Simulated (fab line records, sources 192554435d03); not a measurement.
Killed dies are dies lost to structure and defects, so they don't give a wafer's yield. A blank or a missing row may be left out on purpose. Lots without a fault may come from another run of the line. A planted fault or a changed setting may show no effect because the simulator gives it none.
Chamber matching | flow n5_finfet | N5_DUMMY_GATE_ETCH_31 on rie_diel-06: 4 sister chambers
The step etches SiO2 in C4F6/O2, target depth 82.5 nm, time 27.5 s. 4 wafers are shown with their chamber, then 10 later ones without.

WAFERS WITH THEIR CHAMBER
wafer  | chamber | showerhead_plenum_p_Torr (Torr)
L088.3 | 2       | 2.88
L088.5 | 1       | 2.70
L091.1 | 3       | 2.80
L091.3 | 0       | 2.84

WAFERS WITHOUT THEIR CHAMBER
wafer  | showerhead_plenum_p_Torr (Torr)
L091.6 | 2.80
L093.1 | 2.88
L093.3 | 2.80
L093.6 | 2.83
L094.1 | 2.83
L094.2 | 2.80
L094.3 | 2.87
L097.1 | 2.83
L097.3 | 3.04
L097.6 | 2.87

WHICH CHAMBER EACH WENT THROUGH
wafer  | from the rows above               | in truth
L091.6 | can't be placed: 3 or 0 or 2 or 1 | 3
L093.1 | can't be placed: 2 or 0 or 3      | 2
L093.3 | can't be placed: 3 or 0 or 2 or 1 | 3
L093.6 | can't be placed: 0 or 3 or 2      | 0
L094.1 | can't be placed: 0 or 3 or 2      | 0
L094.2 | can't be placed: 3 or 0 or 2 or 1 | 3
L094.3 | can't be placed: 2 or 0 or 3      | 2
L097.1 | can't be placed: 0 or 3 or 2      | 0
L097.3 | can't be placed: 2 or 0 or 3      | 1
L097.6 | can't be placed: 2 or 0 or 3      | 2
Placed correctly: 0 of 10. Can't be placed from these rows: 10 (the true chamber is among the candidates in 9). Placed wrongly: 0.
How it was worked out, from the rows above alone: a wafer's distance from a chamber is the root of the sum, over the readings, of the square of ((its reading less the chamber's mean) divided by the reading's scatter). The wafer belongs to the nearest chamber; if the next one is less than 2 further off, it can't be placed. A chamber's mean is the mean of its shown wafers. The scatter: with one shown wafer a chamber, the root of the mean of the squares of how far each hidden wafer lies from its nearest shown one.
